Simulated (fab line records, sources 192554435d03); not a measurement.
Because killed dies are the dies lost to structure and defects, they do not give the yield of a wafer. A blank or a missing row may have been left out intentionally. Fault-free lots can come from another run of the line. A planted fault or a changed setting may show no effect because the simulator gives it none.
One fault through the eyes of 2 desks ; flow n5_finfet ; numbers are kept per desk, each desk with only its own; the story behind them comes last

== DESK OF THE TOOL OWNER: rtp_anneal-02 ==
At N5_WELL_APT_RTA_34 (time 10 s), the tool's own readings, given per lot that ran on this tool as the mean of the sampled wafers with a number. Marked OUT: a lot whose mean sits more than 4 standard deviations from the usual mean, which makes it out of limits; the brackets give that distance. Shown are 7 of the 9 readings it has, namely the first that went out of limits plus those furthest out on some lot.
Columns: A = lamp_power_pct at N5_WELL_APT_RTA_34, usual 13.00 %; B = lamp_zone_2_pct at N5_WELL_APT_RTA_34, usual 12.994 %; C = lamp_zone_3_pct at N5_WELL_APT_RTA_34, usual 12.994 %; D = lamp_zone_4_pct at N5_WELL_APT_RTA_34, usual 12.993 %; E = lamp_zone_5_pct at N5_WELL_APT_RTA_34, usual 12.992 %; F = lamp_zone_6_pct at N5_WELL_APT_RTA_34, usual 12.921 %; G = lamp_zone_7_pct at N5_WELL_APT_RTA_34, usual 13.424 %
lot;first seen here;A;B;C;D;E;F;G
L256;day 4 04:31;13.04;13.004;12.977;12.992;13.017;12.911;13.425
L257;day 4 10:10;10.27 (-52) OUT;10.237 (-98) OUT;10.254 (-99 or more) OUT;10.261 (-99 or more) OUT;10.261 (-98) OUT;10.180 (-99 or more) OUT;10.600 (-97) OUT
L258;day 4 15:53;10.27 (-53) OUT;10.274 (-97) OUT;10.246 (-99 or more) OUT;10.248 (-99 or more) OUT;10.230 (-99) OUT;10.207 (-99 or more) OUT;10.576 (-98) OUT
This desk finds L257, L258 out of limits, L257 being first, at day 4 10:10 (lamp_power_pct at N5_WELL_APT_RTA_34). In limits: L256.

== METROLOGY DESK ==
Means of the sampled wafers that have a number, per lot and without regard to the tool the lot ran on: this is what the gauges read. Marked OUT: a lot whose mean sits more than 4 standard deviations from the usual mean, which makes it out of limits; the brackets give that distance. Shown are 7 of the 14 readings it has, namely the first that went out of limits plus those furthest out on some lot.
Columns: A = cd_nm at N5_ZERO_LAYER_CD_MEAS_11, usual 1999.2 nm; B = IOFF_N at N5_BEOL_M4_RC_MEAS_101, usual 0.16 nA/um; C = IOFF_N_LONG at N5_BEOL_M4_RC_MEAS_101, usual 5.42e-05 nA/um; D = IOFF_P at N5_BEOL_M4_RC_MEAS_101, usual 0.21 nA/um; E = IOFF_P_LONG at N5_BEOL_M4_RC_MEAS_101, usual 0.000101 nA/um; F = RS_PWELL at N5_BEOL_M4_RC_MEAS_101, usual 3009 ohm/sq; G = VT_P at N5_BEOL_M4_RC_MEAS_101, usual -250.9 mV
lot;first seen here;A;B;C;D;E;F;G
L246;day 1 12:38;1997.8;0.22;5.61e-05;0.28;0.000114;3017;-244.6
L248;day 2 00:50;2000.1;0.19;5.49e-05;0.23;0.000101;3006;-247.7
L256;day 4 00:46;1999.7;0.17;5.57e-05;0.20;0.000099;3022;-252.4
L257;day 4 06:46;1995.4;0.11;8.70e-05 (+12) OUT;0.18;0.000135 (+4.1) OUT;2949;-252.1
L258;day 4 12:38;1999.3;0.17;8.67e-05 (+12) OUT;0.21;0.000129;2936;-250.3
L259;day 4 18:38;1999.4;0.14;5.52e-05;0.19;0.000103;3004;-250.2
L263;day 5 18:39;2000.7;0.16;5.70e-05;0.21;0.000108;2987;-249.5
L265;day 6 06:50;1999.0;0.16;5.17e-05;0.21;0.000092;2995;-251.4
L269;day 7 06:38;1998.9;0.17;5.31e-05;0.22;0.000106;3001;-250.7
This desk's result: L257, L258 out of limits, first on L257 (IOFF_N_LONG at N5_BEOL_M4_RC_MEAS_101), day 10 11:23. In limits: L246, L248, L256, L259, L263, L265, L269.

== PUT TOGETHER ==
The tool owner's desk had the chance to raise an alarm at day 4 10:10 on L257, L258.
Metrology desk: alarm possible at day 10 11:23 on L257, L258.
Of the lots named, all ran N5_WELL_APT_RTA_34 on rtp_anneal-02.

== WHAT HAD BEEN PUT IN BY THE SIMULATOR ==
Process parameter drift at N5_WELL_APT_RTA_34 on rtp_anneal-02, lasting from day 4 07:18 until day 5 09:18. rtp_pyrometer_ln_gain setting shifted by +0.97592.
Shown lots that were struck: L257, L258.
Delay (hours) between the fault's onset and each desk's first out-of-limits reading: 3 at the tool owner's desk, 148 at the metrology desk.
